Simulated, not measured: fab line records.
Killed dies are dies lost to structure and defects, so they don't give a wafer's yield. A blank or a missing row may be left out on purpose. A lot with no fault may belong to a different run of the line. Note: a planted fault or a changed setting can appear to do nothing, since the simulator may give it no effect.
fab line records	flow nand_harc
record: lots: 24	wafers: 72	last_day: 33
route steps=1302 shown P_GATE@132
lots untouched by any fault: they come from a run of this same line in which no faults occurred
start_h: hours from the record's first day to the start of the lot's first wafer shown	wait_h: hours since the lot's step before	" unchanged from the row above	L1.1+2: one row covering several wafers at once	- value missing, or start not given	* or withheld: withheld	< > ~ a bound
route shown NAME@n: a module of which the file shows steps, and the number in the route of the first	usual: mean and standard deviation over wafers with no fault	same: alike in all rows	chamber/n: place in a boat	sites: readings site by site	_std_site: their standard deviation	_edge_site: inner sites' mean taken away from outer sites' mean	radius_mm: how far each site lies from the wafer's centre	mask NAME#n: copy n	behind: the tool/chamber that last shaped the wafer	hold: what put the lot on hold/how long, in hours/how the hold closed	device: the n, p or np transistor that did not switch	end of line: the tests these same wafers got at the end of their route	a step given without rows: its recipe and nothing more	killed: at the first sort, the dies lost to defects and structure; wafer yield is something else	map: a wafer's dies, marking killed ones x, the rest . and places with no die _
set.NAME: the run value of the setting; set.NAME@STEP: its run value at that earlier step	model.NAME: the simulator's own value behind a step, which no gauge read
one table for each step of the route and one row for each wafer, over a sample of lots
services: when a tool's chamber went out of use (start_h, in hours from the record's first day, below 0 if earlier), for how many hours, and the reason
== steps ==
step: NHARC_P_GATE_DEP_103
recipe: target_thk_a: 300	target_thk_nm: 30	temp_c: 400	flow_sccm: 200	rf_w: 350	material: SiON
usual: heater_power_w: 750/93
lot.wafer	tool	chamber	start_h	wait_h	heater_power_w
L074.1	pecvd-01	2	102.37	0.6	917
L074.3	"	1	"	"	590
L074.6	"	0	"	"	814
L075.2	pecvd-03	1	102.48	0.4	905
L075.6	"	1	"	"	875
L075.4	"	0	"	"	734
L076.5	pecvd-04	0	115.16	0.2	634
L076.6	"	1	"	"	778
L076.4	"	2	"	"	873
L077.1	pecvd-03	1	130.30	0.6	858
L077.5	"	0	"	"	824
L077.6	"	1	"	"	854
L078.1	pecvd-03	1	136.97	0.6	843
L078.3	"	2	"	"	661
L078.5	"	1	"	"	829
L079.1	pecvd-04	0	141.58	0.6	690
L079.3	"	2	"	"	790
L079.5	"	1	"	"	707
L080.5	pecvd-03	2	160.52	0.2	706
L080.6	"	0	"	"	794
L080.4	"	1	"	"	927
L081.1	pecvd-04	2	176.91	0.6	831
L081.4	"	1	"	"	683
L081.5	"	2	"	"	824
L082.1	pecvd-04	1	181.18	0.6	728
L082.5	"	1	"	"	720
L082.4	"	0	"	"	613
L083.3	pecvd-01	0	190.68	0.5	694
L083.2	"	1	"	"	676
L083.6	"	1	"	"	683
L084.1	pecvd-03	2	207.99	0.6	659
L084.5	"	1	"	"	716
L084.6	"	2	"	"	662
L085.3	pecvd-04	0	208.60	0.4	628
L085.2	"	1	"	"	635
L085.6	"	1	"	"	632
L087.1	pecvd-04	2	221.76	0.6	855
L087.6	"	2	"	"	821
L087.5	"	0	"	"	659
L086.3	pecvd-01	2	222.43	0.4	865
L086.1	"	0	"	"	746
L086.5	"	0	"	"	770
L089.2	pecvd-01	0	238.62	0.5	807
L089.5	"	1	"	"	675
L089.4	"	2	"	"	858
L088.3	pecvd-01	1	239.27	0.3	687
L088.1	"	2	"	"	893
L088.4	"	0	"	"	792
L090.2	pecvd-01	1	260.49	0.5	725
L090.3	"	1	"	"	696
L090.6	"	1	"	"	699
L091.1	pecvd-04	1	261.83	0.6	701
L091.4	"	1	"	"	730
L091.5	"	0	"	"	703
L092.2	pecvd-01	1	278.56	0.5	622
L092.1	"	2	"	"	822
L092.4	"	1	"	"	626
L093.2	pecvd-01	2	283.19	0.5	956
L093.4	"	1	"	"	696
L093.6	"	2	"	"	932
L094.2	pecvd-03	1	295.45	0.5	841
L094.3	"	0	"	"	749
L094.5	"	0	"	"	746
L095.3	pecvd-03	0	311.91	0.4	813
L095.5	"	2	"	"	697
L095.4	"	1	"	"	784
L096.3	pecvd-04	2	321.96	0.3	656
L096.2	"	1	"	"	610
L096.5	"	2	"	"	670
L097.2	pecvd-04	1	322.62	0.5	748
L097.3	"	0	"	"	640
L097.5	"	0	"	"	628
step: NHARC_P_GATE_ETCH_32
recipe: target_depth_a: 1500	over_etch_frac: 1	over_etch_ion_energy_ev: 40	time_s: 100.1	hbr_flow_sccm: 150	cl2_flow_sccm: 50	rf_w: 400	icp_w: 400	bias_w: 100	chemistry: HBr/Cl2
usual: drypump_motor_current_A: 5.4/0.54	he_backside_leak_sccm: 2.51/0.18	oes_product_au: 1.003/0.014	throttle_valve_pct: 26.405/0.0087
lot.wafer	tool	chamber	start_h	wait_h	drypump_motor_current_A	he_backside_leak_sccm	oes_product_au	rf_hours_counter_h	throttle_valve_pct
L074.3	rie_si-04	0	103.60	-	4.9	2.33	1.026	0.9	26.396
L074.1	"	2	"	"	6.0	2.46	1.021	0.7	26.397
L074.6	"	1	"	"	5.1	2.52	1.020	-	26.395
L075.4	rie_si-06	0	103.70	-	4.8	2.77	1.023	0.2	26.394
L075.2	"	3	"	"	6.2	2.61	1.019	0.2	26.390
L075.6	"	0	"	"	4.8	2.93	1.034	-	26.405
L076.4	rie_si-02	0	116.42	-	5.4	2.98	1.000	0.1	26.415
L076.5	"	3	"	"	6.4	2.26	0.980	-	26.402
L076.6	"	0	"	"	5.4	2.77	1.002	-	26.407
L077.1	rie_si-04	0	131.59	-	4.9	2.54	1.016	1.0	26.411
L077.5	"	3	"	"	5.6	2.41	0.985	-	26.404
L077.6	"	0	"	"	4.9	2.38	1.021	-	26.403
L078.3	rie_si-04	1	138.30	-	5.1	2.42	0.993	1.0	26.393
L078.1	"	2	"	"	6.0	2.41	1.012	0.9	26.410
L078.5	"	0	"	"	4.9	2.40	1.018	-	26.410
L079.1	rie_si-02	0	142.81	-	5.3	2.59	0.986	0.3	26.409
L079.3	"	1	"	"	4.8	2.56	1.005	0.2	26.422
L079.5	"	3	"	"	6.4	2.40	0.996	-	26.399
L080.4	rie_si-04	1	161.77	-	5.1	2.29	1.003	1.2	26.403
L080.5	"	1	"	"	5.1	2.44	1.012	-	26.402
L080.6	"	2	"	"	6.1	2.78	0.989	-	26.427
L081.1	rie_si-02	3	178.19	-	6.4	2.38	0.975	0.4	26.403
L081.4	"	0	"	"	5.4	2.71	0.986	0.4	26.388
L081.5	"	2	"	"	4.7	2.34	1.024	-	26.401
L082.1	rie_si-04	1	182.54	-	5.1	2.40	1.004	0.0	26.430
L082.4	"	2	"	"	6.0	2.68	1.002	0.0	26.398
L082.5	"	0	"	"	4.9	2.42	0.993	-	26.403
L083.3	rie_si-02	3	191.89	-	6.4	2.27	0.977	0.5	26.400
L083.2	"	1	"	"	4.8	2.47	0.986	0.4	26.398
L083.6	"	2	"	"	4.7	2.40	1.017	-	26.421
L084.1	rie_si-04	3	209.27	-	5.6	2.38	0.993	0.2	26.407
L084.5	"	2	"	"	6.0	2.76	0.999	-	26.400
L084.6	"	3	"	"	5.6	2.43	0.993	-	26.388
L085.3	rie_si-02	3	209.90	-	6.4	2.32	0.974	0.7	26.407
L085.2	"	0	"	"	5.4	2.77	0.990	0.6	26.420
L085.6	"	1	"	"	4.8	2.33	0.986	-	26.408
L087.1	rie_si-04	3	223.13	-	5.6	2.37	0.995	0.4	26.406
L087.6	"	0	"	"	4.9	2.24	1.002	-	26.404
L087.5	"	1	"	"	5.1	2.50	1.011	-	26.399
L086.1	rie_si-06	3	223.62	-	6.2	2.58	1.022	0.9	26.402
L086.3	"	0	"	"	4.8	2.56	1.013	0.9	26.401
L086.5	"	2	"	"	5.1	2.48	1.016	-	26.405
L089.2	rie_si-04	1	239.84	-	5.1	2.48	0.999	0.5	26.402
L089.4	"	0	"	"	4.9	2.23	0.998	-	26.419
L089.5	"	1	"	"	5.1	2.47	0.995	-	26.413
L088.1	rie_si-06	0	240.61	-	4.8	2.65	1.026	1.0	26.406
L088.3	"	1	"	"	5.2	2.76	1.008	1.0	26.409
L088.4	"	2	"	"	5.1	2.37	1.023	0.7	26.395
L090.3	rie_si-06	0	261.86	-	4.7	2.68	1.021	0.0	26.408
L090.2	"	1	"	"	5.2	2.53	1.012	0.1	26.400
L090.6	"	0	"	"	4.8	2.76	1.018	-	26.407
L091.1	rie_si-04	2	263.23	-	6.0	2.85	1.003	0.5	26.408
L091.4	"	1	"	"	5.1	2.41	0.997	0.7	26.411
L091.5	"	2	"	"	6.0	2.78	1.006	-	26.410
L092.1	rie_si-06	1	279.88	-	5.2	2.64	1.022	0.2	26.408
L092.2	"	2	"	"	5.1	2.41	1.003	0.1	26.399
L092.4	"	3	"	"	6.1	2.44	1.015	0.1	26.401
L093.2	rie_si-04	3	284.45	-	5.6	2.38	0.995	0.9	26.399
L093.4	"	0	"	"	4.9	2.20	0.994	0.8	26.406
L093.6	"	2	"	"	6.1	2.68	1.006	-	26.416
L094.2	rie_si-02	0	296.78	-	5.4	2.76	0.991	0.1	26.414
L094.3	"	1	"	"	4.9	2.51	0.997	0.1	26.410
L094.5	"	0	"	"	5.4	2.68	0.993	-	26.411
L095.3	rie_si-06	2	313.27	-	5.2	2.34	0.995	0.3	26.397
L095.4	"	0	"	"	4.7	2.80	1.004	0.3	26.384
L095.5	"	2	"	"	5.1	2.44	0.999	-	26.419
L096.3	rie_si-02	3	323.32	-	6.3	2.45	1.009	0.2	26.397
L096.2	"	0	"	"	5.4	2.82	0.987	0.3	26.413
L096.5	"	1	"	"	4.8	2.21	0.999	-	26.403
L097.3	rie_si-06	3	323.96	-	6.2	2.84	1.004	0.4	26.407
L097.2	"	0	"	"	4.8	2.78	1.015	0.4	26.400
L097.5	"	2	"	"	5.1	2.52	1.015	-	26.413
step: NHARC_P_GATE_STRIP_101
recipe: time_s: 20	o2_flow_sccm: 500	ar_flow_sccm: 0	bias_w: 0	chemistry: O2
usual: drypump_motor_current_A: 5.9/0.43	oes_product_au: 1.003/0.013	rf_vpp_V: 57.9/0.84	showerhead_plenum_p_Torr: 3.56/0.1	throttle_valve_pct: 17.037/0.0094
lot.wafer	tool	chamber	start_h	wait_h	drypump_motor_current_A	oes_product_au	rf_hours_counter_h	rf_vpp_V	showerhead_plenum_p_Torr	throttle_valve_pct
L074.3	rie_diel-10	1	113.97	0.1	5.9	0.963	1.7	56.9	3.46	17.048
L074.1	"	2	"	"	6.7	0.990	2.3	57.6	3.47	17.032
L074.6	"	1	"	"	5.9	0.980	-	57.9	3.46	17.039
L075.4	rie_diel-06	3	114.04	0.1	6.0	1.014	5.5	57.8	3.67	17.033
L075.2	"	1	"	"	6.7	1.009	6.5	58.0	3.60	17.029
L075.6	"	0	"	"	5.5	0.992	-	58.9	3.65	17.025
L076.4	rie_diel-10	0	126.93	0.1	6.4	0.982	2.4	56.7	3.70	17.044
L076.5	"	3	"	"	6.1	0.985	-	57.6	3.55	17.032
L076.6	"	0	"	"	6.4	0.998	-	58.4	3.70	17.029
L077.1	rie_diel-09	0	141.90	0.1	5.5	1.009	11.3	58.2	3.42	17.037
L077.6	"	3	"	"	5.5	1.000	-	57.8	3.65	17.027
L077.5	"	0	"	"	5.5	1.005	-	59.3	3.42	17.052
L078.3	rie_diel-10	2	148.75	0.1	6.7	0.977	4.2	57.2	3.47	17.031
L078.1	"	0	"	"	6.4	0.983	3.2	59.1	3.70	17.013
L078.5	"	2	"	"	6.8	0.991	-	58.7	3.47	17.049
L079.3	rie_diel-06	3	155.16	0.1	6.1	1.016	1.4	57.1	3.67	17.050
L079.1	"	1	"	"	6.7	1.012	1.2	57.1	3.60	17.025
L079.5	"	3	"	"	6.0	1.005	-	58.3	3.67	17.047
L080.4	rie_diel-09	2	172.13	0.1	5.7	1.010	1.5	56.9	3.51	17.040
L080.6	"	0	"	"	5.5	1.027	-	58.1	3.42	17.059
L080.5	"	1	"	"	5.4	1.019	-	59.0	3.58	17.038
L081.4	rie_diel-09	3	188.57	0.1	5.5	0.991	1.9	57.7	3.65	17.041
L081.1	"	1	"	"	5.4	1.025	2.5	57.9	3.58	17.041
L081.5	"	2	"	"	5.8	1.017	-	57.6	3.51	17.039
L082.4	rie_diel-09	0	192.94	0.1	5.5	1.022	2.8	57.1	3.41	17.033
L082.1	"	1	"	"	5.4	1.036	2.6	57.3	3.58	17.032
L082.5	"	1	"	"	5.4	1.022	-	57.5	3.58	17.034
L083.3	rie_diel-06	1	202.33	0.1	6.7	1.013	2.9	59.0	3.60	17.051
L083.2	"	3	"	"	6.0	0.997	2.9	57.4	3.67	17.027
L083.6	"	0	"	"	5.6	0.995	-	58.4	3.64	17.048
L084.1	rie_diel-06	2	219.67	0.1	5.8	1.007	4.3	56.4	3.41	17.034
L084.5	"	2	"	"	5.8	1.000	-	56.3	3.41	17.038
L084.6	"	3	"	"	6.0	0.997	-	57.9	3.66	17.026
L085.3	rie_diel-09	0	222.56	0.1	5.5	1.006	3.8	56.8	3.41	17.043
L085.2	"	2	"	"	5.8	0.995	2.7	57.7	3.51	17.038
L085.6	"	1	"	"	5.4	1.019	-	58.7	3.58	17.021
L087.1	rie_diel-06	1	233.45	0.1	6.7	1.008	4.1	58.8	3.60	17.042
L087.6	"	2	"	"	5.8	1.004	-	57.4	3.41	17.035
L087.5	"	3	"	"	6.0	0.996	-	57.4	3.66	17.029
L086.3	rie_diel-10	3	234.04	0.1	6.1	0.985	9.1	57.3	3.54	17.054
L086.1	"	0	"	"	6.4	0.984	10.3	57.9	3.69	17.042
L086.5	"	3	"	"	6.1	0.985	-	58.3	3.54	17.033
L089.2	rie_diel-06	1	250.32	0.1	6.7	1.008	5.5	58.4	3.60	17.049
L089.4	"	2	"	"	5.8	0.992	5.7	57.5	3.41	17.025
L089.5	"	0	"	"	5.5	0.992	-	58.6	3.64	17.038
L088.4	rie_diel-09	3	251.06	0.1	5.5	0.991	5.2	58.5	3.65	17.031
L088.1	"	0	"	"	5.5	1.009	5.8	58.3	3.41	17.040
L088.3	"	2	"	"	5.8	1.000	5.1	57.5	3.51	17.021
L090.3	rie_diel-10	2	272.30	0.1	6.7	1.015	1.8	59.8	3.46	17.047
L090.2	"	0	"	"	6.4	1.001	1.7	58.5	3.69	17.043
L090.6	"	1	"	"	5.9	1.002	-	56.3	3.46	17.036
L091.4	rie_diel-06	2	273.66	0.1	5.8	1.013	6.3	57.3	3.40	17.030
L091.1	"	3	"	"	6.0	0.994	6.5	57.6	3.66	17.023
L091.5	"	0	"	"	5.6	1.011	-	57.3	3.64	17.016
L092.4	rie_diel-06	1	290.23	0.1	6.7	1.006	6.4	57.6	3.60	17.039
L092.2	"	2	"	"	5.8	1.010	6.7	58.2	3.40	17.031
L092.1	"	0	"	"	5.5	1.015	7.2	58.1	3.64	17.058
L093.4	rie_diel-06	2	294.94	0.1	5.8	0.996	6.7	56.3	3.40	17.039
L093.2	"	1	"	"	6.7	1.011	6.5	56.0	3.60	17.041
L093.6	"	3	"	"	6.0	0.988	-	57.0	3.66	17.036
L094.2	rie_diel-06	3	307.14	0.1	6.0	0.992	7.6	58.1	3.66	17.049
L094.3	"	1	"	"	6.7	1.009	7.0	57.2	3.60	17.057
L094.5	"	2	"	"	5.8	1.004	-	58.8	3.40	17.031
L095.3	rie_diel-06	3	323.82	0.1	6.0	1.023	0.1	57.8	3.66	17.028
L095.4	"	0	"	"	5.5	1.006	0.1	58.1	3.64	17.029
L095.5	"	2	"	"	5.8	1.000	-	55.7	3.40	17.020
L096.3	rie_diel-06	3	333.73	0.1	6.0	1.018	0.7	57.2	3.66	17.044
L096.2	"	1	"	"	6.7	1.012	1.1	57.9	3.59	17.036
L096.5	"	3	"	"	6.0	1.022	-	59.6	3.66	17.041
L097.3	rie_diel-09	0	334.35	0.1	5.5	1.002	0.1	57.8	3.41	17.040
L097.2	"	3	"	"	5.5	1.009	0.1	58.8	3.64	17.037
L097.5	"	2	"	"	5.8	1.022	-	59.1	3.50	17.038
step: NHARC_P_GATE_CD_MEAS_59
recipe: target_cd_nm: 720	landing_energy_ev: 500
usual: cd_nm: 720.4/2.3
lot.wafer	tool	chamber	start_h	wait_h	cd_nm
L074.1	cd_sem-02	0	116.65	-	723.4
L074.3	"	0	"	"	718.5
L074.6	"	0	"	"	718.5
L075.2	cd_sem-03	0	116.82	-	720.0
L075.4	"	0	"	"	719.1
L075.6	"	0	"	"	718.1
L076.4	cd_sem-03	0	129.61	-	722.4
L076.5	"	0	"	"	718.0
L076.6	"	0	"	"	720.7
L077.1	cd_sem-03	0	144.44	-	715.7
L077.5	"	0	"	"	718.9
L077.6	"	0	"	"	716.5
L078.1	cd_sem-01	0	151.46	-	716.5
L078.3	"	0	"	"	719.0
L078.5	"	0	"	"	718.2
L079.1	cd_sem-02	0	158.00	-	721.3
L079.3	"	0	"	"	717.4
L079.5	"	0	"	"	720.2
L080.4	cd_sem-01	0	174.72	-	721.9
L080.5	"	0	"	"	724.5
L080.6	"	0	"	"	717.7
L081.1	cd_sem-03	0	191.15	-	721.5
L081.4	"	0	"	"	721.4
L081.5	"	0	"	"	719.6
L082.1	cd_sem-03	0	195.61	-	722.6
L082.4	"	0	"	"	720.2
L082.5	"	0	"	"	720.0
L083.2	cd_sem-01	0	205.02	-	716.5
L083.3	"	0	"	"	718.4
L083.6	"	0	"	"	718.1
L084.1	cd_sem-03	0	222.34	-	717.8
L084.5	"	0	"	"	720.8
L084.6	"	0	"	"	720.6
L085.2	cd_sem-02	0	225.13	-	718.7
L085.3	"	0	"	"	717.9
L085.6	"	0	"	"	724.9
L087.1	cd_sem-01	0	236.11	-	719.1
L087.5	"	0	"	"	719.4
L087.6	"	0	"	"	718.8
L086.1	cd_sem-02	0	236.72	-	722.3
L086.3	"	0	"	"	719.6
L086.5	"	0	"	"	722.1
L089.2	cd_sem-02	0	252.87	-	718.8
L089.4	"	0	"	"	720.6
L089.5	"	0	"	"	724.3
L088.1	cd_sem-02	0	253.82	-	719.0
L088.3	"	0	"	"	721.0
L088.4	"	0	"	"	723.7
L090.2	cd_sem-01	0	274.97	-	720.4
L090.3	"	0	"	"	719.4
L090.6	"	0	"	"	725.5
L091.1	cd_sem-03	0	276.32	-	718.8
L091.4	"	0	"	"	723.0
L091.5	"	0	"	"	719.9
L092.1	cd_sem-02	0	292.90	-	722.3
L092.2	"	0	"	"	723.9
L092.4	"	0	"	"	721.2
L093.2	cd_sem-03	0	297.66	-	721.9
L093.4	"	0	"	"	716.8
L093.6	"	0	"	"	717.2
L094.2	cd_sem-03	0	309.59	-	724.4
L094.3	"	0	"	"	719.5
L094.5	"	0	"	"	722.0
L095.3	cd_sem-03	0	326.51	-	721.2
L095.4	"	0	"	"	724.3
L095.5	"	0	"	"	718.6
L096.2	cd_sem-03	0	336.28	-	721.2
L096.3	"	0	"	"	723.9
L096.5	"	0	"	"	721.3
L097.2	cd_sem-03	0	336.98	-	722.7
L097.3	"	0	"	"	720.3
L097.5	"	0	"	"	722.7
step: NHARC_P_GATE_STRIP_112
recipe: power_w: 1500	temp_c: 110	time_s: 200	chemistry: N2/H2
usual: drypump_motor_current_A: 5.8/0.5	heater_power_w: 88/9.2	temp_c: 110.01/0.14
lot.wafer	tool	chamber	start_h	wait_h	drypump_motor_current_A	heater_power_w	rf_hours_counter_h	temp_c
L074.1	plasma_asher-01	0	117.22	0.2	5.6	70	28	109.88
L074.3	"	0	"	"	5.6	73	-	110.02
L074.6	"	0	"	"	5.6	73	-	109.94
L075.2	plasma_asher-02	0	117.39	0.2	6.1	99	6	109.75
L075.4	"	1	"	"	5.2	92	-	110.07
L075.6	"	0	"	"	6.1	97	-	109.82
L076.4	plasma_asher-02	0	130.22	0.2	6.1	98	-	109.73
L076.6	"	0	"	"	6.1	95	-	110.06
L076.5	"	1	"	"	5.2	95	-	110.04
L077.1	plasma_asher-02	0	145.03	0.2	6.1	98	10	110.21
L077.6	"	1	"	"	5.2	92	-	109.92
L077.5	"	0	"	"	6.1	96	-	110.23
L078.1	plasma_asher-01	1	151.98	0.2	6.5	90	34	110.12
L078.3	"	0	"	"	5.6	73	-	110.20
L078.5	"	1	"	"	6.5	89	-	110.19
L079.1	plasma_asher-02	1	158.53	0.2	5.2	92	14	109.82
L079.3	"	1	"	"	5.2	95	-	109.79
L079.5	"	0	"	"	6.1	98	-	110.11
L080.4	plasma_asher-01	1	175.35	0.2	6.5	90	-	110.01
L080.6	"	1	"	"	6.5	88	-	110.12
L080.5	"	0	"	"	5.6	73	-	109.88
L081.1	plasma_asher-02	1	191.68	0.2	5.2	93	22	109.90
L081.4	"	1	"	"	5.2	96	-	110.03
L081.5	"	0	"	"	6.1	93	-	110.06
L082.1	plasma_asher-02	1	196.18	0.2	5.2	90	23	110.06
L082.4	"	1	"	"	5.2	91	-	109.94
L082.5	"	1	"	"	5.2	90	-	109.90
L083.2	plasma_asher-01	0	205.54	0.2	5.6	71	6	110.05
L083.3	"	0	"	"	5.6	74	-	110.25
L083.6	"	1	"	"	6.5	93	-	109.93
L084.1	plasma_asher-01	0	222.91	0.2	5.6	71	9	109.91
L084.5	"	1	"	"	6.5	91	-	109.87
L084.6	"	0	"	"	5.6	71	-	109.95
L085.2	plasma_asher-02	1	225.69	0.2	5.2	94	27	110.18
L085.3	"	0	"	"	6.1	98	-	110.21
L085.6	"	0	"	"	6.1	98	-	110.18
L087.1	plasma_asher-02	0	236.64	0.2	6.1	97	29	109.67
L087.5	"	0	"	"	6.1	97	-	110.11
L087.6	"	1	"	"	5.2	97	-	110.07
L086.1	plasma_asher-02	1	237.25	0.2	5.2	94	30	109.93
L086.3	"	0	"	"	6.1	98	-	110.26
L086.5	"	1	"	"	5.2	92	-	109.80
L089.2	plasma_asher-01	1	253.45	0.2	6.5	92	17	109.89
L089.4	"	0	"	"	5.6	74	-	110.14
L089.5	"	1	"	"	6.5	90	-	110.01
L088.1	plasma_asher-01	1	254.35	0.2	6.5	91	17	110.05
L088.3	"	1	"	"	6.5	93	-	110.07
L088.4	"	0	"	"	5.6	73	-	109.90
L090.2	plasma_asher-01	0	275.54	0.2	5.6	76	23	110.06
L090.3	"	1	"	"	6.5	92	-	110.08
L090.6	"	0	"	"	5.6	73	-	110.27
L091.1	plasma_asher-01	1	276.85	0.2	6.5	94	23	109.94
L091.4	"	0	"	"	5.6	71	-	110.13
L091.5	"	1	"	"	6.5	91	-	110.02
L092.1	plasma_asher-02	0	293.47	0.2	6.1	91	7	109.98
L092.2	"	1	"	"	5.2	87	7	110.07
L092.4	"	1	"	"	5.2	86	-	109.99
L093.2	plasma_asher-02	1	298.22	0.2	5.2	89	8	110.00
L093.4	"	1	"	"	5.2	90	-	110.27
L093.6	"	0	"	"	6.1	95	-	110.00
L094.2	plasma_asher-01	1	310.19	0.2	6.5	90	30	110.13
L094.3	"	0	"	"	5.6	71	-	110.17
L094.5	"	0	"	"	5.6	73	-	110.03
L095.3	plasma_asher-01	1	327.12	0.2	6.5	91	-	109.82
L095.4	"	0	"	"	5.6	73	-	109.92
L095.5	"	1	"	"	6.5	91	-	109.88
L096.2	plasma_asher-01	0	336.93	0.2	5.6	72	34	109.81
L096.3	"	1	"	"	6.5	92	-	110.07
L096.5	"	1	"	"	6.5	92	-	109.88
L097.2	plasma_asher-02	0	337.53	0.2	6.1	94	15	110.10
L097.3	"	1	"	"	5.2	87	-	109.93
L097.5	"	0	"	"	6.1	92	-	109.92
step: NHARC_P_GATE_DESCUM_93
recipe: time_s: 3	o2_flow_sccm: 200	ar_flow_sccm: 0	bias_power_w: 0	chemistry: O2
usual: drypump_motor_current_A: 6.0/0.45	oes_product_au: 1.002/0.012	rf_vpp_V: 57.9/0.88	showerhead_plenum_p_Torr: 1.93/0.057	throttle_valve_pct: 11.311/0.0082
lot.wafer	tool	chamber	start_h	wait_h	drypump_motor_current_A	oes_product_au	rf_hours_counter_h	rf_vpp_V	showerhead_plenum_p_Torr	throttle_valve_pct
L074.3	rie_diel-09	3	118.41	-	5.5	1.011	10	57.5	1.98	11.301
L074.1	"	0	"	"	5.5	1.014	10	57.5	1.85	11.326
L074.6	"	1	"	"	5.4	1.016	-	58.9	1.94	11.312
L075.2	rie_diel-06	3	118.71	-	6.0	1.018	6	58.6	1.99	11.320
L075.4	"	0	"	"	5.5	1.004	7	58.1	1.98	11.307
L075.6	"	2	"	"	5.8	1.002	-	58.2	1.84	11.317
L076.4	rie_diel-10	3	131.49	-	6.1	0.988	3	56.6	1.92	11.311
L076.5	"	2	"	"	6.7	1.004	-	56.2	1.88	11.309
L076.6	"	3	"	"	6.1	0.987	-	57.7	1.92	11.306
L077.1	rie_diel-06	1	146.35	-	6.7	1.003	1	59.4	1.95	11.307
L077.6	"	3	"	"	6.0	1.017	-	58.8	1.99	11.300
L077.5	"	0	"	"	5.5	1.006	-	58.1	1.98	11.305
L078.3	rie_diel-09	3	153.21	-	5.5	1.003	0	58.7	1.98	11.319
L078.1	"	0	"	"	5.5	1.009	0	56.4	1.85	11.309
L078.5	"	3	"	"	5.5	1.001	-	57.8	1.98	11.319
L079.1	rie_diel-10	0	159.92	-	6.5	0.990	4	60.2	2.01	11.316
L079.3	"	1	"	"	5.9	0.986	3	56.6	1.88	11.306
L079.5	"	3	"	"	6.2	0.992	-	56.6	1.92	11.302
L080.4	rie_diel-06	2	176.62	-	5.8	0.996	3	56.8	1.84	11.303
L080.5	"	0	"	"	5.6	1.003	-	58.1	1.98	11.313
L080.6	"	1	"	"	6.7	1.013	-	58.1	1.95	11.324
L081.1	rie_diel-06	0	192.89	-	5.5	0.999	3	57.6	1.98	11.307
L081.4	"	1	"	"	6.7	1.011	3	58.5	1.95	11.303
L081.5	"	0	"	"	5.5	0.997	-	58.3	1.98	11.317
L082.4	rie_diel-09	2	197.37	-	5.7	1.006	2	57.1	1.90	11.317
L082.1	"	3	"	"	5.5	0.984	2	58.9	1.98	11.319
L082.5	"	1	"	"	5.4	1.020	-	56.2	1.94	11.311
L083.2	rie_diel-10	0	206.75	-	6.4	0.995	9	57.6	2.01	11.319
L083.3	"	3	"	"	6.1	0.985	8	55.7	1.92	11.312
L083.6	"	0	"	"	6.3	0.984	-	59.4	2.01	11.298
L084.1	rie_diel-10	2	224.22	-	6.7	0.991	9	56.4	1.88	11.298
L084.6	"	1	"	"	5.8	0.993	-	58.0	1.87	11.321
L084.5	"	2	"	"	6.7	1.004	-	56.7	1.88	11.301
L085.2	rie_diel-09	2	226.87	-	5.8	1.008	3	57.0	1.90	11.311
L085.3	"	0	"	"	5.5	1.018	4	56.9	1.85	11.314
L085.6	"	2	"	"	5.8	1.006	-	58.5	1.90	11.315
L087.1	rie_diel-10	0	238.01	-	6.4	0.999	10	59.7	2.01	11.310
L087.6	"	2	"	"	6.7	0.992	-	57.3	1.88	11.299
L087.5	"	3	"	"	6.1	0.988	-	57.1	1.92	11.319
L086.1	rie_diel-06	3	238.60	-	6.0	0.993	5	57.8	1.99	11.303
L086.3	"	1	"	"	6.7	1.005	5	58.5	1.95	11.315
L086.5	"	2	"	"	5.8	0.992	-	58.3	1.84	11.310
L089.2	rie_diel-10	0	254.81	-	6.4	1.003	0	57.8	2.01	11.316
L089.4	"	1	"	"	5.9	0.999	0	57.7	1.87	11.319
L089.5	"	1	"	"	5.9	0.992	-	58.0	1.87	11.299
L088.1	rie_diel-10	1	255.70	-	5.8	0.987	0	56.6	1.87	11.311
L088.3	"	2	"	"	6.7	1.015	0	57.8	1.88	11.302
L088.4	"	3	"	"	6.1	0.993	0	56.1	1.92	11.302
L090.2	rie_diel-09	0	276.72	-	5.5	1.018	8	56.9	1.85	11.310
L090.3	"	2	"	"	5.8	1.025	7	57.6	1.90	11.337
L090.6	"	3	"	"	5.5	1.008	-	58.9	1.98	11.317
L091.1	rie_diel-06	1	278.08	-	6.7	1.008	6	58.2	1.95	11.318
L091.4	"	3	"	"	6.1	0.995	6	57.7	1.99	11.308
L091.5	"	0	"	"	5.6	1.016	-	58.2	1.98	11.305
L092.4	rie_diel-10	0	294.70	-	6.4	0.997	4	58.3	2.01	11.307
L092.1	"	1	"	"	5.9	0.984	4	58.1	1.87	11.299
L092.2	"	2	"	"	6.7	1.005	5	58.6	1.87	11.311
L093.2	rie_diel-10	1	299.40	-	5.9	0.995	4	55.9	1.87	11.326
L093.4	"	1	"	"	5.9	0.991	-	57.7	1.87	11.309
L093.6	"	2	"	"	6.7	0.998	-	57.9	1.87	11.305
L094.2	rie_diel-09	0	311.48	-	5.5	1.015	12	57.3	1.84	11.315
L094.3	"	0	"	"	5.5	1.017	-	57.9	1.84	11.300
L094.5	"	0	"	"	5.5	1.010	-	57.7	1.84	11.308
L095.4	rie_diel-10	0	328.40	-	6.4	1.002	5	57.9	2.01	11.310
L095.3	"	1	"	"	5.9	0.998	6	57.9	1.87	11.302
L095.5	"	3	"	"	6.1	0.975	-	58.0	1.92	11.311
L096.3	rie_diel-06	1	338.09	-	6.7	1.009	2	58.0	1.95	11.304
L096.2	"	3	"	"	6.0	1.016	1	58.6	1.99	11.316
L096.5	"	2	"	"	5.8	0.999	-	58.1	1.84	11.313
L097.3	rie_diel-06	1	338.88	-	6.7	1.002	2	57.8	1.95	11.313
L097.2	"	3	"	"	6.0	1.021	1	57.8	1.99	11.317
L097.5	"	1	"	"	6.7	0.999	-	56.9	1.95	11.311
== services ==
tool	chamber	start_h	hours	kind
plasma_asher-02	-	87.85	1.7	repair
rie_diel-06	-	130.20	9.0	pm
rie_diel-10	1	138.61	15.9	repair
rie_diel-09	-	143.36	9.0	pm
rie_diel-10	2	159.70	4.9	repair
rie_diel-10	3	160.82	4.3	repair
rie_diel-06	1	163.69	5.4	repair
rie_si-04	-	165.00	9.0	pm
plasma_asher-01	-	165.11	9.0	pm
plasma_asher-02	-	172.16	0.8	repair
rie_diel-10	1	186.48	4.1	repair
rie_diel-10	2	206.09	1.2	repair
rie_diel-10	-	242.50	9.0	pm
rie_diel-09	1	243.29	7.4	repair
rie_diel-06	1	245.61	4.2	repair
plasma_asher-02	-	249.07	9.0	pm
rie_diel-09	1	284.03	110.2	repair
rie_diel-10	3	298.93	6.9	repair
rie_diel-09	2	305.36	10.9	repair
rie_diel-10	0	305.69	9.4	repair
rie_diel-06	-	307.20	9.0	pm
plasma_asher-02	-	307.98	0.8	repair
rie_diel-09	-	320.36	9.0	pm
rie_diel-09	2	334.73	1.9	repair
== key ==
fault none
